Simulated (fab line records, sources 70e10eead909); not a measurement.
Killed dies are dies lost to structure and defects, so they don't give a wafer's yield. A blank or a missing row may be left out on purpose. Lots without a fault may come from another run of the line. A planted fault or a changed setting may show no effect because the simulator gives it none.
fab line records | flow nand_harc
record lots=23 wafers=69 last_day=33
route steps=1302 shown A_CHANNEL_HOLE_D1@474 A_CHANNEL_FILL_D1@494 A_ONON_D2@559
lots that met no fault: from a run of the same line without faults
start_h: hours from the record's first day to the start of the lot's first wafer shown | wait_h: hours since the lot's step before | " the same as in the row above | L1.1+2: a row that stands for several wafers | - no value, or no start given | * or withheld: withheld | < > ~ a bound
route shown NAME@n: a module of which the file shows steps, and the number in the route of the first | usual: mean/standard deviation of fault-free wafers | same: alike in all rows | chamber/n: place in a boat | sites: the reading at each site | _std_site: their standard deviation | _edge_site: outer sites' mean less inner sites' | radius_mm: how far each site lies from the wafer's centre | mask NAME#n: copy n | behind: the tool/chamber that last shaped the wafer | hold: why the lot was held/for how many hours/how that ended | device: the transistor (n, p or np) that didn't switch | end of line: the same wafers' tests at the end of the route | a step without rows: its recipe alone | killed: dies lost to structure and defects at the first sort, not the wafer's yield | map: a wafer's dies, x killed, . not, _ none there
set.NAME: the setting as run; set.NAME@STEP: as run at that earlier step | model.NAME: the simulator's own value behind a step, which no gauge read
steps of the route over a sample of lots; a table a step, a row a wafer
services: from which hour (start_h, from the record's first day; less than 0 if before it) a tool's chamber was out of use, for how many hours, and why
## steps
# step NHARC_A_CHANNEL_HOLE_D1_ETCH_22
# recipe bias_v=3000 source_w=withheld pressure_mtorr=20 time_s=666.7 ar_flow_sccm=375 c4f8_flow_sccm=89.3 o2_flow_sccm=35.7 temp_c=-20 target_depth_a=16000 chemistry=C4F8/O2/Ar
# usual drypump_motor_current_A=5.59/0.12 o2_flow_sccm=35.70/0.1 showerhead_plenum_p_Torr=3.66/0.075 throttle_valve_pct=32.155/0.0087
# columns lot.wafer tool chamber start_h wait_h drypump_motor_current_A o2_flow_sccm rf_hours_counter_h showerhead_plenum_p_Torr throttle_valve_pct
L074.3 har_etch-01 0 179.17 0.4 5.74 35.62 - 3.63 32.157
L074.4 " 1 " " 5.46 35.79 - 3.74 32.158
L074.5 " 0 " " 5.77 35.50 - 3.63 32.156
L075.2 har_etch-02 1 192.77 0.4 5.51 35.65 295 3.66 32.148
L075.1 " 0 " " 5.62 35.63 295 3.70 32.154
L075.5 " 1 " " 5.50 35.68 - 3.66 32.146
L076.2 har_etch-01 1 193.22 0.4 5.45 35.70 92 3.73 32.167
L076.6 " 1 " " 5.47 35.62 - 3.73 32.151
L076.5 " 0 " " 5.70 35.78 - 3.62 32.152
L078.3 har_etch-01 1 218.09 0.4 5.49 35.68 - 3.72 32.138
L078.5 " 1 " " 5.48 35.62 - 3.72 32.156
L078.6 " 0 " " 5.73 35.63 - 3.61 32.154
L079.4 har_etch-01 1 235.03 0.4 5.44 35.64 - 3.72 32.153
L079.5 " 0 " " 5.77 35.83 - 3.61 32.135
L079.6 " 1 " " 5.47 35.68 - 3.72 32.144
L080.4 har_etch-02 0 237.36 0.4 5.58 35.79 - 3.68 32.151
L080.3 " 1 " " 5.50 35.81 - 3.64 32.146
L080.6 " 1 " " 5.48 35.54 - 3.64 32.168
L081.1 har_etch-02 1 256.92 0.4 5.47 35.75 334 3.64 32.147
L081.4 " 0 " " 5.63 35.71 - 3.68 32.169
L081.5 " 1 " " 5.49 35.58 - 3.64 32.147
L082.2 har_etch-01 1 262.16 0.4 5.46 35.85 134 3.71 32.158
L082.1 " 0 " " 5.77 35.68 134 3.60 32.157
L082.3 " 0 " " 5.75 35.64 - 3.60 32.156
L083.1 har_etch-02 1 278.16 0.4 5.47 35.72 345 3.63 32.154
L083.3 " 0 " " 5.61 35.83 - 3.67 32.147
L083.6 " 0 " " 5.62 35.59 - 3.67 32.156
L084.2 har_etch-01 1 285.29 0.4 5.49 35.87 146 3.70 32.155
L084.1 " 0 " " 5.75 35.56 146 3.59 32.162
L084.5 " 1 " " 5.49 35.78 - 3.70 32.154
L086.1 har_etch-01 1 295.79 0.4 5.46 35.83 153 3.70 32.144
L086.4 " 0 " " 5.74 35.77 - 3.59 32.155
L086.6 " 0 " " 5.78 35.88 - 3.59 32.157
L085.2 har_etch-02 1 296.20 0.4 5.45 35.83 360 3.62 32.147
L085.3 " 1 " " 5.48 35.81 - 3.62 32.149
L085.6 " 0 " " 5.62 35.58 - 3.66 32.163
L087.3 har_etch-01 1 312.23 0.4 5.46 35.63 - 3.69 32.154
L087.4 " 0 " " 5.74 35.63 - 3.58 32.153
L087.6 " 1 " " 5.47 35.55 - 3.69 32.153
L088.4 har_etch-01 1 326.82 0.4 5.47 35.74 - 3.69 32.141
L088.5 " 0 " " 5.76 35.68 - 3.58 32.152
L088.6 " 1 " " 5.47 35.76 - 3.69 32.167
L089.2 har_etch-01 0 334.06 0.4 5.75 35.66 172 3.58 32.162
L089.1 " 1 " " 5.48 35.49 172 3.69 32.155
L089.4 " 0 " " 5.73 35.69 - 3.58 32.164
L090.4 har_etch-01 0 348.62 0.4 5.73 35.51 - 3.58 32.141
L090.3 " 1 " " 5.49 35.56 - 3.68 32.156
L090.5 " 1 " " 5.47 35.86 - 3.68 32.144
L091.1 har_etch-02 0 363.03 0.4 5.63 35.69 387 3.65 32.151
L091.4 " 0 " " 5.63 35.65 - 3.65 32.159
L091.5 " 0 " " 5.61 35.64 - 3.65 32.166
L092.2 har_etch-01 1 369.43 0.4 5.47 35.78 191 3.68 32.146
L092.1 " 0 " " 5.77 35.83 191 3.57 32.162
L092.3 " 0 " " 5.74 35.63 - 3.57 32.146
L094.3 har_etch-01 0 378.07 0.4 5.72 35.66 - 3.57 32.146
L094.6 " 1 " " 5.45 35.76 - 3.67 32.135
L094.5 " 0 " " 5.76 35.82 - 3.57 32.162
L093.1 har_etch-01 1 381.93 0.4 5.47 35.74 203 3.67 32.139
L093.4 " 0 " " 5.74 35.63 - 3.56 32.171
L093.5 " 0 " " 5.73 35.55 - 3.56 32.158
L095.2 har_etch-02 0 397.46 0.4 5.62 35.72 1 3.64 32.170
L095.4 " 0 " " 5.61 35.75 - 3.64 32.156
L095.6 " 0 " " 5.62 35.78 - 3.64 32.153
L097.1 har_etch-01 0 410.71 0.4 5.71 35.75 226 3.55 32.164
L097.2 " 1 " " 5.47 35.80 226 3.66 32.149
L097.6 " 0 " " 5.73 35.61 - 3.55 32.134
L096.1 har_etch-02 0 413.44 0.4 5.61 35.70 13 3.63 32.157
L096.2 " 1 " " 5.46 35.83 13 3.93 32.158
L096.5 " 0 " " 5.61 35.72 - 3.63 32.159
# step NHARC_A_CHANNEL_HOLE_D1_ETCH_24
# recipe bias_v=5000 source_w=withheld pressure_mtorr=20 time_s=906.2 ar_flow_sccm=375 c4f8_flow_sccm=93.8 o2_flow_sccm=31.2 temp_c=-20 target_depth_a=15000 chemistry=C4F8/O2/Ar
# usual drypump_motor_current_A=5.59/0.12 o2_flow_sccm=31.19/0.086 showerhead_plenum_p_Torr=3.65/0.075 throttle_valve_pct=32.235/0.0092
# columns lot.wafer tool chamber start_h wait_h drypump_motor_current_A o2_flow_sccm rf_hours_counter_h showerhead_plenum_p_Torr throttle_valve_pct
L074.3 har_etch-01 0 180.50 0.6 5.77 31.32 - 3.62 32.234
L074.4 " 1 " " 5.48 31.14 - 3.73 32.233
L074.5 " 0 " " 5.76 31.24 - 3.62 32.238
L075.2 har_etch-02 1 194.04 0.6 5.50 31.17 297 3.65 32.229
L075.1 " 0 " " 5.62 31.21 297 3.69 32.236
L075.5 " 1 " " 5.48 31.26 - 3.65 32.233
L076.2 har_etch-01 1 194.50 0.6 5.47 31.04 94 3.72 32.214
L076.6 " 1 " " 5.47 30.99 - 3.72 32.242
L076.5 " 0 " " 5.82 31.21 - 3.62 32.254
L078.3 har_etch-01 1 219.42 0.6 5.45 31.41 - 3.71 32.230
L078.5 " 1 " " 5.45 31.33 - 3.71 32.228
L078.6 " 0 " " 5.76 31.15 - 3.61 32.230
L079.4 har_etch-01 1 236.39 0.6 5.47 31.22 - 3.71 32.229
L079.5 " 0 " " 5.70 31.21 - 3.60 32.256
L079.6 " 1 " " 5.46 31.20 - 3.71 32.229
L080.4 har_etch-02 0 238.69 0.6 5.65 31.22 - 3.68 32.227
L080.3 " 1 " " 5.46 31.26 - 3.64 32.239
L080.6 " 1 " " 5.47 31.35 - 3.64 32.233
L081.1 har_etch-02 1 258.22 0.6 5.48 31.19 335 3.63 32.250
L081.4 " 0 " " 5.63 31.14 - 3.67 32.250
L081.5 " 1 " " 5.47 31.17 - 3.63 32.218
L082.2 har_etch-01 1 263.43 0.6 5.49 31.17 135 3.70 32.235
L082.1 " 0 " " 5.74 31.07 135 3.60 32.231
L082.3 " 0 " " 5.75 31.17 - 3.59 32.227
L083.1 har_etch-02 1 279.45 0.6 5.49 31.30 346 3.62 32.246
L083.3 " 0 " " 5.62 31.09 - 3.67 32.241
L083.6 " 0 " " 5.61 31.25 - 3.67 32.243
L084.2 har_etch-01 1 286.56 0.6 5.47 31.18 147 3.70 32.232
L084.1 " 0 " " 5.76 31.16 147 3.59 32.221
L084.5 " 1 " " 5.49 31.18 - 3.70 32.219
L086.1 har_etch-01 1 297.05 0.6 5.45 31.16 154 3.69 32.252
L086.4 " 0 " " 5.77 31.23 - 3.58 32.227
L086.6 " 0 " " 5.74 31.19 - 3.58 32.222
L085.2 har_etch-02 1 297.49 0.6 5.46 31.08 362 3.62 32.231
L085.3 " 1 " " 5.49 31.08 - 3.62 32.257
L085.6 " 0 " " 5.61 31.28 - 3.66 32.246
L087.3 har_etch-01 1 313.57 0.6 5.48 31.22 - 3.68 32.246
L087.4 " 0 " " 5.73 31.15 - 3.58 32.233
L087.6 " 1 " " 5.50 31.26 - 3.69 32.238
L088.4 har_etch-01 1 328.18 0.6 5.46 31.33 - 3.68 32.226
L088.5 " 0 " " 5.71 31.34 - 3.58 32.241
L088.6 " 1 " " 5.45 31.31 - 3.68 32.206
L089.2 har_etch-01 0 335.32 0.6 5.71 31.14 174 3.57 32.238
L089.1 " 1 " " 5.48 31.18 174 3.68 32.235
L089.4 " 0 " " 5.74 31.22 - 3.57 32.237
L090.4 har_etch-01 0 349.95 0.6 5.74 31.18 - 3.57 32.236
L090.3 " 1 " " 5.47 31.31 - 3.68 32.242
L090.5 " 1 " " 5.45 31.32 - 3.68 32.233
L091.1 har_etch-02 0 364.31 0.6 5.62 31.12 388 3.64 32.235
L091.4 " 0 " " 5.61 31.18 - 3.64 32.244
L091.5 " 0 " " 5.60 31.18 - 3.64 32.240
L092.2 har_etch-01 1 370.70 0.6 5.46 31.11 193 3.67 32.223
L092.1 " 0 " " 5.77 31.19 193 3.56 32.222
L092.3 " 0 " " 5.74 31.17 - 3.56 32.230
L094.3 har_etch-01 0 379.42 0.6 5.74 31.22 - 3.56 32.244
L094.6 " 1 " " 5.47 31.32 - 3.67 32.225
L094.5 " 0 " " 5.73 31.22 - 3.56 32.217
L093.1 har_etch-01 1 383.19 0.6 5.47 31.18 204 3.66 32.245
L093.4 " 0 " " 5.72 31.21 - 3.56 32.239
L093.5 " 0 " " 5.73 31.23 - 3.56 32.237
L095.2 har_etch-02 0 398.72 0.6 5.61 31.15 2 3.64 32.250
L095.4 " 0 " " 5.61 31.19 - 3.64 32.239
L095.6 " 0 " " 5.63 31.22 - 3.64 32.246
L097.1 har_etch-01 0 411.98 0.6 5.71 31.28 227 3.55 32.238
L097.2 " 1 " " 5.44 31.06 227 3.65 32.232
L097.6 " 0 " " 5.76 31.15 - 3.55 32.264
L096.1 har_etch-02 0 414.69 0.6 5.62 31.15 14 3.63 32.233
L096.2 " 1 " " 5.48 31.03 14 3.92 32.243
L096.5 " 0 " " 5.61 31.20 - 3.63 32.246
# step NHARC_A_CHANNEL_HOLE_D1_ETCH_44
# recipe target_depth_a=1400 overetch_a=140 time_s=77 ion_energy_ev=100 cf4_flow_sccm=80 o2_flow_sccm=20 ar_flow_sccm=0 rf_w=300 bias_w=100 chemistry=CF4/O2
# usual drypump_motor_current_A=5.5/0.3 o2_flow_sccm=20.01/0.06 oes_ar_750_au=0.999/0.004 oes_product_au=1.001/0.011 rf_vpp_V=197.6/1.2 showerhead_plenum_p_Torr=1.33/0.043 throttle_valve_pct=13.397/0.01
# columns lot.wafer tool chamber start_h wait_h drypump_motor_current_A o2_flow_sccm oes_ar_750_au oes_product_au rf_hours_counter_h rf_vpp_V showerhead_plenum_p_Torr throttle_valve_pct
L074.4 rie_diel-10 3 182.85 0.1 5.7 20.05 0.995 0.989 10 197.8 1.30 13.398
L074.3 " 2 " " 5.6 19.97 0.997 1.013 10 195.5 1.32 13.395
L074.5 " 0 " " 5.3 20.00 0.996 0.992 - 200.5 1.37 13.415
L075.1 rie_diel-10 1 197.07 0.1 5.1 20.07 1.000 1.032 12 196.2 1.28 13.397
L075.2 " 3 " " 5.8 19.99 0.997 0.993 12 196.4 1.30 13.408
L075.5 " 1 " " 5.1 20.10 0.999 1.027 - 198.2 1.28 13.381
L076.2 rie_diel-04 0 197.14 0.0 5.8 20.02 0.992 0.990 3 200.2 1.43 13.375
L076.5 " 0 " " 5.8 19.99 0.995 1.000 - 197.8 1.43 13.399
L076.6 " 1 " " 5.5 20.08 0.991 0.986 - 198.6 1.42 13.386
L078.3 rie_diel-01 2 221.76 0.1 5.7 19.93 1.000 1.007 3 198.0 1.35 13.393
L078.6 " 1 " " 6.2 19.99 0.994 0.989 - 195.1 1.25 13.376
L078.5 " 2 " " 5.7 19.80 1.005 1.004 - 198.2 1.35 13.386
L079.4 rie_diel-10 2 238.59 0.1 5.6 19.94 0.992 1.027 15 197.6 1.32 13.409
L079.5 " 2 " " 5.6 19.98 0.997 1.026 - 196.4 1.32 13.382
L079.6 " 3 " " 5.7 19.91 1.003 1.005 - 197.1 1.30 13.398
L080.4 rie_diel-10 2 241.03 0.1 5.6 20.04 0.999 1.014 15 195.9 1.32 13.404
L080.3 " 1 " " 5.1 19.98 1.003 1.016 15 196.7 1.28 13.399
L080.6 " 3 " " 5.7 20.06 1.000 0.988 - 198.6 1.30 13.393
L081.4 rie_diel-10 0 261.05 0.1 5.3 20.04 0.999 0.993 1 197.6 1.37 13.397
L081.1 " 1 " " 5.1 19.96 0.997 1.004 1 197.2 1.28 13.373
L081.5 " 3 " " 5.7 20.01 0.995 1.009 - 197.4 1.30 13.383
L082.3 rie_diel-10 3 266.02 0.1 5.8 20.02 0.998 1.002 1 197.3 1.30 13.394
L082.1 " 0 " " 5.3 19.88 0.999 0.994 1 198.2 1.37 13.387
L082.2 " 2 " " 5.6 20.02 0.997 0.993 1 197.8 1.31 13.395
L083.1 rie_diel-10 0 281.91 0.1 5.3 20.03 1.004 0.988 2 199.0 1.37 13.390
L083.3 " 1 " " 5.1 20.01 0.996 1.008 2 198.2 1.28 13.395
L083.6 " 0 " " 5.3 19.96 1.004 0.999 - 197.5 1.37 13.399
L084.1 rie_diel-01 2 289.26 0.1 5.7 20.08 0.994 0.995 20 198.0 1.35 13.408
L084.2 " 0 " " 5.7 19.99 0.999 1.022 24 197.4 1.30 13.424
L084.5 " 2 " " 5.7 20.07 0.995 1.001 - 198.2 1.35 13.415
L086.4 rie_diel-04 1 299.66 0.1 5.4 20.04 1.003 0.989 39 200.3 1.41 13.400
L086.1 " 2 " " 5.7 20.14 1.000 0.994 34 198.4 1.36 13.413
L086.6 " 3 " " 5.6 19.99 1.008 1.001 - 198.0 1.36 13.413
L085.3 rie_diel-10 3 299.96 0.1 5.7 19.98 0.994 1.002 3 197.1 1.30 13.402
L085.2 " 0 " " 5.3 20.05 1.005 0.996 4 198.0 1.37 13.409
L085.6 " 0 " " 5.3 20.06 1.002 0.993 - 197.8 1.37 13.408
L087.3 rie_diel-10 1 315.96 0.1 5.1 20.09 1.005 1.009 6 197.6 1.28 13.408
L087.6 " 0 " " 5.3 19.97 0.997 0.983 - 198.0 1.37 13.392
L087.4 " 1 " " 5.1 20.04 0.992 1.006 - 196.4 1.28 13.393
L088.4 rie_diel-10 3 330.40 0.1 5.7 20.15 1.006 1.001 6 198.3 1.30 13.412
L088.6 " 3 " " 5.7 20.08 1.002 0.997 - 197.8 1.30 13.417
L088.5 " 0 " " 5.3 19.90 1.001 0.992 - 198.3 1.37 13.389
L089.2 rie_diel-10 2 337.91 0.1 5.5 20.13 0.998 1.000 7 197.7 1.31 13.400
L089.1 " 0 " " 5.3 20.02 1.002 0.994 8 198.8 1.37 13.397
L089.4 " 1 " " 5.1 19.97 1.005 1.011 8 196.9 1.28 13.381
L090.3 rie_diel-10 0 352.28 0.1 5.3 19.97 0.999 1.003 9 198.3 1.37 13.403
L090.4 " 2 " " 5.6 19.97 1.004 0.989 8 196.2 1.31 13.404
L090.5 " 1 " " 5.1 20.04 1.000 1.003 - 196.0 1.28 13.396
L091.1 rie_diel-01 3 367.13 0.1 6.3 20.06 1.000 1.012 50 197.9 1.34 13.401
L091.4 " 2 " " 5.7 20.09 1.003 1.010 - 196.2 1.34 13.394
L091.5 " 0 " " 5.7 19.90 0.998 1.017 - 195.5 1.30 13.384
L092.2 rie_diel-10 2 373.31 0.1 5.6 20.03 0.996 0.977 10 197.2 1.31 13.379
L092.1 " 3 " " 5.7 20.01 1.006 0.992 10 197.5 1.30 13.414
L092.3 " 0 " " 5.3 19.95 0.994 1.005 11 199.0 1.37 13.394
L094.3 rie_diel-10 3 381.65 0.1 5.8 20.05 0.999 0.995 11 197.9 1.30 13.399
L094.6 " 0 " " 5.3 20.06 0.999 1.009 - 197.4 1.37 13.400
L094.5 " 1 " " 5.1 20.06 1.000 1.017 - 195.9 1.28 13.401
L093.4 rie_diel-10 2 385.75 0.1 5.6 19.94 0.994 0.997 11 197.9 1.31 13.406
L093.1 " 1 " " 5.1 19.89 1.002 1.006 12 197.0 1.28 13.395
L093.5 " 3 " " 5.8 19.93 1.000 0.999 - 197.2 1.29 13.389
L095.4 rie_diel-10 1 401.30 0.1 5.1 20.01 1.001 1.006 13 196.8 1.28 13.398
L095.2 " 3 " " 5.7 19.99 1.004 0.989 12 196.4 1.30 13.398
L095.6 " 1 " " 5.1 20.00 0.999 0.998 - 195.2 1.28 13.411
L097.1 rie_diel-04 2 414.58 0.1 5.6 20.11 0.999 0.986 16 198.7 1.35 13.390
L097.2 " 0 " " 5.8 20.03 0.998 0.996 15 200.2 1.42 13.395
L097.6 " 3 " " 5.6 20.05 0.993 1.002 - 198.4 1.36 13.375
L096.2 rie_diel-10 0 417.30 0.1 5.3 20.07 1.001 0.997 15 198.5 1.37 13.410
L096.1 " 1 " " 5.1 20.04 0.996 1.012 14 196.0 1.28 13.376
L096.5 " 3 " " 5.8 20.00 1.005 1.006 - 196.2 1.29 13.391
# step NHARC_A_CHANNEL_FILL_D1_ALD_14
# recipe target_thk_a=25 pulse_time_s=10 ald_cycles=25 temp_c=300 material=SiO2
# usual heater_power_w=488/32 precursor_pulse_height_rel=0.998/0.018
# columns lot.wafer tool chamber start_h wait_h heater_power_w precursor_pulse_height_rel
L074.4 ald_hk-03 0 190.23 0.0 477 0.969
L074.3 " 2 " " 459 1.015
L074.5 " 0 " " 469 0.994
L075.1 ald_hk-01 2 205.27 0.0 462 0.990
L075.2 " 0 " " 452 0.993
L075.5 " 2 " " 468 0.984
L076.2 ald_hk-02 1 205.34 0.1 478 0.989
L076.5 " 3 " " 475 0.988
L076.6 " 0 " " 496 1.018
L078.3 ald_hk-01 0 230.71 0.1 454 1.026
L078.5 " 3 " " 540 1.032
L078.6 " 0 " " 453 1.006
L080.3 ald_hk-01 3 246.76 0.0 539 0.994
L080.4 " 2 " " 465 0.986
L080.6 " 0 " " 443 0.963
L079.4 ald_hk-03 0 246.83 0.1 485 0.989
L079.6 " 2 " " 447 1.019
L079.5 " 3 " " 489 1.006
L081.4 ald_hk-01 0 269.29 0.1 455 1.000
L081.1 " 2 " " 469 0.958
L081.5 " 3 " " 530 0.974
L082.2 ald_hk-01 0 274.19 0.0 441 0.963
L082.3 " 1 " " 530 1.007
L082.1 " 2 " " 463 1.033
L083.3 ald_hk-01 0 290.13 0.1 448 0.995
L083.1 " 1 " " 547 0.989
L083.6 " 3 " " 530 1.031
L084.1 ald_hk-02 1 298.47 0.1 479 1.002
L084.2 " 3 " " 480 0.987
L084.5 " 0 " " 502 0.985
L086.4 ald_hk-02 3 308.57 0.8 485 0.994
L086.1 " 2 " " 457 0.992
L086.6 " 0 " " 500 1.038
L085.2 ald_hk-01 2 313.10 0.0 491 1.016
L085.3 " 0 " " 465 1.006
L085.6 " 2 " " 483 0.987
L087.3 ald_hk-01 1 324.33 0.1 547 1.020
L087.4 " 2 " " 474 0.980
L087.6 " 1 " " 532 1.001
L088.4 ald_hk-02 2 339.09 0.1 464 1.012
L088.5 " 0 " " 493 1.002
L088.6 " 1 " " 478 0.977
L089.4 ald_hk-02 2 346.08 0.0 464 0.977
L089.2 " 3 " " 483 1.005
L089.1 " 1 " " 477 0.988
L090.3 ald_hk-02 1 360.45 0.0 467 0.989
L090.4 " 3 " " 458 0.976
L090.5 " 1 " " 478 0.984
L091.4 ald_hk-02 3 375.37 0.0 457 0.991
L091.1 " 2 " " 464 1.008
L091.5 " 0 " " 491 0.991
L092.1 ald_hk-02 1 381.63 0.1 499 0.987
L092.2 " 2 " " 483 1.023
L092.3 " 3 " " 452 1.003
L094.3 ald_hk-01 0 390.08 0.1 456 0.964
L094.5 " 2 " " 477 0.994
L094.6 " 3 " " 542 0.993
L093.1 ald_hk-01 3 394.07 0.1 533 0.981
L093.4 " 0 " " 463 0.985
L093.5 " 1 " " 547 0.998
L095.4 ald_hk-02 0 409.45 0.0 494 0.996
L095.2 " 3 " " 439 1.030
L095.6 " 0 " " 486 0.986
L097.2 ald_hk-01 0 424.09 1.4 463 0.960
L097.1 " 1 " " 548 1.011
L097.6 " 2 " " 485 1.026
L096.2 ald_hk-01 3 424.24 1.6 520 0.982
L096.1 " 1 " " 555 0.996
L096.5 " 3 " " 526 1.003
# step NHARC_A_CHANNEL_FILL_D1_CMP_10
# recipe target_thk_nm=150
# usual edge_zone_pressure_frac=1.000/0.0051 motor_current_A=12.2/1 retaining_ring_pressure_frac=1.001/0.0048 time_to_endpoint_s=14.6/2.7
# columns lot.wafer tool chamber start_h wait_h edge_zone_pressure_frac motor_current_A retaining_ring_pressure_frac time_to_endpoint_s
L074.3 cmp-01 2 230.81 0.4 0.993 12.7 0.994 10.1
L074.4 " 3 " " 1.007 12.6 1.002 14.8
L074.5 " 1 " " 0.999 12.7 1.002 14.7
L075.2 cmp-02 2 246.85 0.4 1.001 11.7 1.007 13.4
L075.1 " 0 " " 1.010 12.3 1.000 15.0
L075.5 " 3 " " 0.995 15.1 1.000 10.7
L076.2 cmp-03 2 246.93 0.4 1.000 11.3 1.016 16.9
L076.6 " 3 " " 0.995 11.3 1.012 14.8
L076.5 " 0 " " 1.004 12.4 1.008 14.8
L078.3 cmp-02 0 274.47 0.4 0.991 12.0 0.999 12.4
L078.6 " 3 " " 0.997 14.7 1.003 9.9
L078.5 " 0 " " 0.996 11.8 0.994 14.2
L079.4 cmp-01 3 287.19 0.4 1.001 13.2 1.002 12.3
L079.5 " 3 " " 0.995 12.5 1.002 15.2
L079.6 " 0 " " 1.005 11.7 1.006 15.9
L080.4 cmp-02 1 287.21 0.4 0.995 11.9 0.999 17.9
L080.3 " 3 " " 1.000 14.4 0.999 11.1
L080.6 " 0 " " 1.004 12.8 0.997 15.5
L082.3 cmp-03 0 312.50 0.4 1.002 13.3 1.001 14.6
L082.1 " 2 " " 0.997 11.0 0.993 13.5
L082.2 " 3 " " 1.004 11.8 0.999 13.2
L081.4 cmp-03 3 316.18 0.4 1.005 11.4 0.987 14.0
L081.1 " 0 " " 1.000 12.9 1.006 13.1
L081.5 " 3 " " 1.001 11.6 0.995 14.6
L083.1 cmp-01 0 330.73 0.4 0.998 11.6 0.998 17.5
L083.3 " 2 " " 1.010 11.9 1.003 14.7
L083.6 " 0 " " 0.998 11.6 0.998 18.6
L084.1 cmp-02 1 348.18 0.4 1.002 12.6 1.006 19.3
L084.2 " 0 " " 1.001 12.3 1.001 12.2
L084.5 " 1 " " 0.997 12.2 0.999 17.7
L086.1 cmp-02 1 352.03 0.4 1.004 12.1 1.004 20.4
L086.4 " 2 " " 0.997 11.1 0.994 15.2
L086.6 " 0 " " 0.987 12.0 0.996 17.1
L085.3 cmp-03 1 352.04 0.4 1.001 11.2 0.998 15.1
L085.2 " 3 " " 1.000 11.5 0.996 16.8
L085.6 " 0 " " 1.004 13.8 1.003 13.6
L087.4 cmp-01 2 367.29 0.4 0.996 12.4 1.000 12.8
L087.3 " 3 " " 1.003 12.9 1.004 16.6
L087.6 " 2 " " 1.000 12.6 1.001 16.3
L088.4 cmp-02 3 382.34 0.4 0.998 15.1 1.000 11.6
L088.5 " 3 " " 0.995 15.4 1.002 14.8
L088.6 " 0 " " 0.992 12.1 0.997 16.6
L089.2 cmp-03 2 391.10 0.4 1.001 11.9 0.999 13.8
L089.1 " 3 " " 1.003 11.3 1.000 12.5
L089.4 " 0 " " 0.999 13.2 1.007 13.1
L090.3 cmp-01 1 400.97 0.4 1.000 12.5 0.994 15.7
L090.4 " 2 " " 1.003 12.2 1.000 15.2
L090.5 " 2 " " 0.992 11.6 1.009 11.6
L091.4 cmp-02 3 417.87 0.4 1.002 14.9 1.003 16.0
L091.1 " 2 " " 1.002 10.7 0.991 15.8
L091.5 " 0 " " 1.008 12.3 1.005 16.4
L092.1 cmp-01 3 425.54 0.4 1.004 12.5 1.004 13.3
L092.3 " 0 " " 1.006 11.5 0.995 15.5
L092.2 " 1 " " 1.009 12.1 1.001 14.2
L093.1 cmp-03 0 433.13 0.4 0.996 12.7 1.003 10.2
L093.4 " 1 " " 1.006 12.2 0.991 9.5
L093.5 " 3 " " 0.999 11.4 0.993 9.3
L094.3 cmp-01 1 433.15 0.4 0.996 12.8 1.001 15.8
L094.6 " 3 " " 0.996 12.2 1.009 13.7
L094.5 " 0 " " 1.004 11.4 0.995 14.7
L095.2 cmp-03 0 452.42 0.4 1.007 13.3 1.000 14.2
L095.4 " 1 " " 0.995 11.9 1.002 14.2
L095.6 " 3 " " 0.999 12.0 1.003 12.3
L097.1 cmp-01 1 465.51 0.4 1.005 12.3 1.001 19.4
L097.2 " 2 " " 1.007 11.4 1.008 14.1
L097.6 " 1 " " 0.998 12.4 0.999 18.2
L096.1 cmp-02 0 465.51 0.4 1.000 12.1 1.002 14.1
L096.2 " 2 " " 0.998 11.6 0.998 14.4
L096.5 " 1 " " 0.995 11.9 1.013 16.4
# step NHARC_A_ONON_D2_THK_MEAS_21
# recipe thk_meas_gauge=ellipsometry
# usual thk_nm=995/9.6
# columns lot.wafer tool chamber start_h wait_h thk_nm
L074.3 film_metro-02 - 276.80 - 995
L074.4 " - " " 997
L074.5 " - " " 996
L076.2 film_metro-02 - 293.74 - 1013
L076.5 " - " " 1010
L076.6 " - " " 1012
L075.1 film_metro-01 - 293.74 - 1001
L075.2 " - " " 1002
L075.5 " - " " 1001
L078.3 film_metro-02 - 325.10 - 989
L078.5 " - " " 987
L078.6 " - " " 988
L080.3 film_metro-01 - 340.67 - 999
L080.4 " - " " 998
L080.6 " - " " 999
L079.4 film_metro-02 - 340.67 - 989
L079.5 " - " " 989
L079.6 " - " " 991
L081.1 film_metro-01 - 365.45 - 1009
L081.4 " - " " 1008
L081.5 " - " " 1011
L082.1 film_metro-02 - 365.46 - 986
L082.2 " - " " 988
L082.3 " - " " 987
L083.1 film_metro-01 - 381.31 - 997
L083.3 " - " " 999
L083.6 " - " " 999
L086.1 film_metro-02 - 398.00 - 975
L086.4 " - " " 977
L086.6 " - " " 975
L085.2 film_metro-02 - 398.01 - 1001
L085.3 " - " " 1000
L085.6 " - " " 1000
L084.1 film_metro-02 - 398.02 - 1003
L084.2 " - " " 1002
L084.5 " - " " 1005
L087.3 film_metro-02 - 410.07 - 995
L087.4 " - " " 993
L087.6 " - " " 992
L088.4 film_metro-02 - 430.00 - 1000
L088.5 " - " " 1000
L088.6 " - " " 999
L089.1 film_metro-02 - 440.17 - 988
L089.2 " - " " 988
L089.4 " - " " 988
L090.3 film_metro-01 - 446.52 - 1013
L090.4 " - " " 1010
L090.5 " - " " 1011
L091.1 film_metro-01 - 471.55 - 997
L091.4 " - " " 996
L091.5 " - " " 995
L092.1 film_metro-02 - 474.97 - 999
L092.2 " - " " 998
L092.3 " - " " 998
L093.1 film_metro-01 - 485.13 - 992
L093.4 " - " " 992
L093.5 " - " " 992
L094.3 film_metro-02 - 485.13 - 988
L094.5 " - " " 987
L094.6 " - " " 989
L095.2 film_metro-01 - 504.05 - 976
L095.4 " - " " 974
L095.6 " - " " 975
L096.1 film_metro-02 - 516.32 - 1005
L096.2 " - " " 1006
L096.5 " - " " 1004
L097.1 film_metro-01 - 516.32 - 981
L097.2 " - " " 981
L097.6 " - " " 981
## services
# columns tool chamber start_h hours kind
ald_hk-02 - 170.00 10.0 pm
cmp-02 - 179.38 1.3 repair
cmp-02 - 181.14 1.7 repair
cmp-02 - 186.85 2.1 repair
cmp-02 - 191.28 0.4 repair
cmp-01 - 216.82 4.0 pm
cmp-02 - 233.95 4.0 pm
ald_hk-02 - 241.94 0.3 repair
rie_diel-10 - 242.50 9.0 pm
rie_diel-10 - 262.75 0.5 repair
ald_hk-02 - 292.46 0.7 repair
ald_hk-01 - 302.94 10.0 pm
rie_diel-10 3 313.89 4.2 repair
cmp-01 - 314.82 4.0 pm
cmp-02 - 331.95 4.0 pm
ald_hk-02 - 348.00 10.0 pm
cmp-01 - 358.61 2.5 repair
ald_hk-02 - 378.65 1.0 repair
har_etch-02 - 379.59 17.0 pm
cmp-01 - 387.09 1.2 repair
cmp-01 - 412.82 4.0 pm
rie_diel-10 - 419.50 9.0 pm
ald_hk-01 - 443.82 2.5 repair
rie_diel-10 0 450.87 10.3 repair
## key
fault none
